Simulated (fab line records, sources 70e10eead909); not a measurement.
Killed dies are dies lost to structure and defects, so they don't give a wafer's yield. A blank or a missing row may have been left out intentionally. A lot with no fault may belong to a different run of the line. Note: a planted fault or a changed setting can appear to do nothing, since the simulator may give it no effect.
Which tool is to blame?    flow nand harc    24 lots with 72 wafers sampled at 5 steps, on a route of 1302 steps

WHAT THE GAUGES SHOWED, per wafer
NHARC_A_M1_THK_MEAS_24: measures by xrf. Usual: thk nm at 154.3 nm, with a standard deviation of 1.4.
lot   measured      on             thk nm (nm)        flag
L076  day 23 16:31  film metro-01  154.1 155.0 155.0  
L074  day 23 17:18  film metro-02  152.6 154.8 154.1  
L075  day 23 20:19  film metro-01  155.1 152.8 153.6  
L077  day 24 02:56  film metro-01  154.7 154.1 154.9  
L078  day 25 04:41  film metro-02  154.8 154.6 156.8  
L079  day 25 07:18  film metro-01  153.9 154.3 156.0  
L080  day 26 06:02  film metro-02  154.6 152.0 153.5  
L081  day 27 00:58  film metro-02  154.4 154.8 154.5  
L082  day 27 06:44  film metro-01  153.2 156.2 154.8  
L083  day 27 07:34  film metro-02  154.2 156.2 153.3  
L084  day 27 18:21  film metro-02  153.0 155.5 154.5  
L086  day 28 00:03  film metro-01  155.0 153.6 156.6  
L085  day 28 04:40  film metro-02  152.1 153.5 150.3  
L087  day 28 05:26  film metro-02  153.8 155.5 153.4  
L089  day 29 08:05  film metro-01  152.9 152.6 151.8  
L088  day 29 09:53  film metro-01  154.7 155.2 154.5  
L091  day 30 05:02  film metro-02  154.6 152.7 153.5  
L090  day 30 07:20  film metro-01  152.5 154.8 154.4  
L092  day 30 21:46  film metro-02  152.0 154.4 153.6  
L094  day 31 14:18  film metro-01  154.9 152.6 156.6  
L093  day 32 00:20  film metro-01  154.2 154.7 154.6  
L096  day 32 03:35  film metro-01  154.3 154.1 154.4  
L095  day 32 05:44  film metro-02  153.1 155.5 152.4  
L097  day 33 04:20  film metro-01  150.0 153.5 154.6  

NHARC_A_BONDPAD_CD_MEAS_09: the cd target is 500 nm. Usual: cd nm at 500.0 nm, with a standard deviation of 1.6.
lot   measured      on         cd nm (nm)         flag
L076  day 23 18:29  cd sem-01  500.3 500.1 498.2  
L074  day 23 19:23  cd sem-02  498.0 500.4 500.9  
L075  day 23 22:33  cd sem-02  498.8 499.2 497.3  
L077  day 24 04:53  cd sem-03  499.0 500.6 500.6  
L078  day 25 06:38  cd sem-01  501.7 497.9 498.6  
L079  day 25 09:15  cd sem-02  502.2 499.6 501.7  
L080  day 26 08:06  cd sem-02  502.5 500.6 502.4  
L081  day 27 03:05  cd sem-01  497.6 497.2 498.3  
L082  day 27 08:42  cd sem-03  497.9 497.2 499.7  
L083  day 27 09:40  cd sem-01  501.0 502.0 500.5  
L084  day 27 20:18  cd sem-01  499.6 500.4 499.0  
L086  day 28 02:01  cd sem-01  499.4 501.8 503.0  
L085  day 28 06:38  cd sem-02  500.3 500.0 502.4  
L087  day 28 07:31  cd sem-02  496.4 499.5 495.7  
L089  day 29 10:09  cd sem-02  501.0 501.1 501.0  
L088  day 29 11:57  cd sem-01  500.7 500.6 498.4  
L091  day 30 07:08  cd sem-03  499.8 499.8 498.0  
L090  day 30 09:18  cd sem-01  498.5 501.9 499.3  
L092  day 30 23:51  cd sem-01  499.4 499.3 499.6  
L094  day 31 16:23  cd sem-03  500.1 497.8 499.7  
L093  day 32 02:32  cd sem-02  500.8 500.2 499.8  
L096  day 32 05:41  cd sem-02  500.2 501.2 497.6  
L095  day 32 07:41  cd sem-02  499.5 499.8 503.1  
L097  day 33 06:26  cd sem-02  498.5 500.3 498.4  

WHICH TOOL RAN EACH LOT (tool, then ch and the chambers of the sampled wafers, then the start)
lot   NHARC_A_BLC_CVD_24                        NHARC_A_M0_PVD_20                        NHARC_A_BONDPAD_CMP_29
L076  cvd w-01 ch 0,1, day 23 16:31 or earlier  pvd sputter-03, day 23 16:31 or earlier  cmp-04 ch 2,3, day 23 17:49
L074  cvd w-02 ch 0,1, day 23 17:18 or earlier  pvd sputter-03, day 23 17:18 or earlier  cmp-04 ch 1,2,3, day 23 18:36
L075  cvd w-02 ch 0,1, day 23 20:19 or earlier  pvd sputter-03, day 23 20:19 or earlier  cmp-04 ch 1,2, day 23 21:45
L077  cvd w-02 ch 0,1, day 24 02:56 or earlier  pvd sputter-01, day 24 02:56 or earlier  cmp-01 ch 0,1,2, day 24 04:12
L078  cvd w-01 ch 0,1, day 25 04:41 or earlier  pvd sputter-01, day 25 04:41 or earlier  cmp-03 ch 1,2,3, day 25 05:57
L079  cvd w-02 ch 0,1, day 25 07:18 or earlier  pvd sputter-01, day 25 07:18 or earlier  cmp-03 ch 2,3, day 25 08:34
L080  cvd w-01 ch 0,1, day 26 06:02 or earlier  pvd sputter-03, day 26 06:02 or earlier  cmp-03 ch 2,3, day 26 07:17
L081  cvd w-02 ch 0,1, day 27 00:58 or earlier  pvd sputter-02, day 27 00:58 or earlier  cmp-01 ch 0,3, day 27 02:16
L082  cvd w-01 ch 0,1, day 27 06:44 or earlier  pvd sputter-01, day 27 06:44 or earlier  cmp-04 ch 0,3, day 27 08:02
L083  cvd w-02 ch 0,1, day 27 07:34 or earlier  pvd sputter-02, day 27 07:34 or earlier  cmp-03 ch 1,2,3, day 27 08:50
L084  cvd w-01 ch 0,1, day 27 18:21 or earlier  pvd sputter-02, day 27 18:21 or earlier  cmp-04 ch 2,3, day 27 19:37
L086  cvd w-01 ch 0,1, day 28 00:03 or earlier  pvd sputter-03, day 28 00:03 or earlier  cmp-01 ch 2,3, day 28 01:19
L085  cvd w-02 ch 0,1, day 28 04:40 or earlier  pvd sputter-03, day 28 04:40 or earlier  cmp-04 ch 0,2,3, day 28 05:56
L087  cvd w-02 ch 0,1, day 28 05:26 or earlier  pvd sputter-01, day 28 05:26 or earlier  cmp-04 ch 0,1,3, day 28 06:42
L089  cvd w-01 ch 0,1, day 29 08:05 or earlier  pvd sputter-01, day 29 08:05 or earlier  cmp-01 ch 1,2, day 29 09:22
L088  cvd w-02 ch 0,1, day 29 09:53 or earlier  pvd sputter-02, day 29 09:53 or earlier  cmp-01 ch 1,2, day 29 11:10
L091  cvd w-02 ch 0,1, day 30 05:02 or earlier  pvd sputter-03, day 30 05:02 or earlier  cmp-03 ch 0,1,3, day 30 06:18
L090  cvd w-01 ch 0,1, day 30 07:20 or earlier  pvd sputter-03, day 30 07:20 or earlier  cmp-03 ch 0,1,2, day 30 08:38
L092  cvd w-01 ch 0,1, day 30 21:46 or earlier  pvd sputter-01, day 30 21:46 or earlier  cmp-01 ch 1,2, day 30 23:02
L094  cvd w-02 ch 1, day 31 14:18 or earlier    pvd sputter-02, day 31 14:18 or earlier  cmp-04 ch 0,1,3, day 31 15:37
L093  cvd w-02 ch 1, day 32 00:20 or earlier    pvd sputter-02, day 32 00:20 or earlier  cmp-03 ch 1,2,3, day 32 01:43
L096  cvd w-02 ch 0,1, day 32 03:35 or earlier  pvd sputter-01, day 32 03:35 or earlier  cmp-04 ch 0,2,3, day 32 04:52
L095  cvd w-01 ch 0,1, day 32 05:44 or earlier  pvd sputter-03, day 32 05:44 or earlier  cmp-04 ch 0,1,2, day 32 07:00
L097  cvd w-02 ch 0,1, day 33 04:20 or earlier  pvd sputter-02, day 33 04:20 or earlier  cmp-03 ch 0,1,3, day 33 05:37
- NHARC_A_BLC_CVD_24: deposits W, target thk 150 nm, time 434 s.
- NHARC_A_M0_PVD_20: deposits TaN, target thk 5 nm, time 8.06 s.
- NHARC_A_BONDPAD_CMP_29: polishes SiCN, target thk 200 nm.

AS READ BY THE TOOLS THEMSELVES (means over the sampled wafers that have a number; for cases with no such wafer, the mark the record gives instead)
NHARC_A_BLC_CVD_24. Usual: heater power w 465 W, standard deviation 31; mfc ar sccm 1560 sccm, standard deviation 4.6; throttle valve pct 8.03 %, standard deviation 0.24.
lot   tool      heater power w (W)  mfc ar sccm (sccm)  throttle valve pct (%)  flag
L076  cvd w-01  517                 1558                8.03                    
L074  cvd w-02  455                 1566                7.80                    
L075  cvd w-02  474                 1561                8.06                    
L077  cvd w-02  457                 1561                7.78                    
L078  cvd w-01  479                 1558                7.95                    
L079  cvd w-02  455                 1562                7.87                    
L080  cvd w-01  477                 1556                8.03                    
L081  cvd w-02  481                 1562                7.98                    
L082  cvd w-01  456                 1562                8.19                    
L083  cvd w-02  461                 1559                7.88                    
L084  cvd w-01  482                 1559                8.09                    
L086  cvd w-01  476                 1556                8.21                    
L085  cvd w-02  451                 1556                7.95                    
L087  cvd w-02  444                 1559                8.05                    
L089  cvd w-01  454                 1562                8.06                    
L088  cvd w-02  452                 1561                7.94                    
L091  cvd w-02  449                 1558                7.99                    
L090  cvd w-01  482                 1561                8.06                    
L092  cvd w-01  480                 1557                8.08                    
L094  cvd w-02  453                 1566                8.31                    
L093  cvd w-02  460                 1564                8.20                    
L096  cvd w-02  451                 1558                7.90                    
L095  cvd w-01  478                 1553                7.99                    
L097  cvd w-02  451                 1557                8.15                    

NHARC_A_M0_PVD_20. Usual: throttle valve pct at 30.2 %, with a standard deviation of 1.1.
lot   tool            throttle valve pct (%)  flag
L076  pvd sputter-03  29.7                    
L074  pvd sputter-03  29.7                    
L075  pvd sputter-03  29.7                    
L077  pvd sputter-01  30.6                    
L078  pvd sputter-01  30.7                    
L079  pvd sputter-01  30.4                    
L080  pvd sputter-03  29.3                    
L081  pvd sputter-02  30.1                    
L082  pvd sputter-01  31.3                    
L083  pvd sputter-02  30.4                    
L084  pvd sputter-02  30.2                    
L086  pvd sputter-03  29.5                    
L085  pvd sputter-03  29.5                    
L087  pvd sputter-01  30.8                    
L089  pvd sputter-01  31.7                    
L088  pvd sputter-02  30.6                    
L091  pvd sputter-03  29.3                    
L090  pvd sputter-03  29.6                    
L092  pvd sputter-01  32.1                    
L094  pvd sputter-02  30.2                    
L093  pvd sputter-02  31.3                    
L096  pvd sputter-01  31.0                    
L095  pvd sputter-03  29.4                    
L097  pvd sputter-02  31.1                    

NHARC_A_BONDPAD_CMP_29. Usual: motor current A 12.2 A, standard deviation 1.1; retaining ring pressure frac 1.001, standard deviation 0.0048.
lot   tool    motor current A (A)  retaining ring pressure frac  flag
L076  cmp-04  12.4                 1.002                         
L074  cmp-04  13.0                 0.999                         
L075  cmp-04  13.6                 1.008                         
L077  cmp-01  10.7                 1.001                         
L078  cmp-03  12.7                 1.001                         
L079  cmp-03  12.5                 0.997                         
L080  cmp-03  11.6                 1.001                         
L081  cmp-01  11.7                 1.002                         
L082  cmp-04  11.8                 0.998                         
L083  cmp-03  12.4                 1.002                         
L084  cmp-04  13.0                 0.996                         
L086  cmp-01  11.2                 1.004                         
L085  cmp-04  12.4                 1.007                         
L087  cmp-04  12.6                 0.996                         
L089  cmp-01  10.5                 0.991                         
L088  cmp-01  11.1                 1.003                         
L091  cmp-03  12.3                 1.002                         
L090  cmp-03  12.4                 0.998                         
L092  cmp-01  10.7                 1.002                         
L094  cmp-04  12.1                 1.005                         
L093  cmp-03  12.6                 0.997                         
L096  cmp-04  12.4                 0.999                         
L095  cmp-04  13.1                 1.004                         
L097  cmp-03  12.2                 1.000                         

THE ANSWER, worked out from the rows above alone
Rule: a lot is off if the mean of its wafers that have a number lies more than 3 standard deviations from the usual mean. A lot without any number at a reading at which 4 lots or more have one is off too. All remaining lots with rows at the step are treated as sound. Order of review: gauges by route order, followed by the tools' own readings, for which a lot's mean as printed above is used. At the first step where some lot is off, the reading lying furthest off is the one used; lots without a number count as furthest.
No lot is off at any reading shown: from this, nothing can be told.

WHAT THE SIMULATOR HAD INSERTED
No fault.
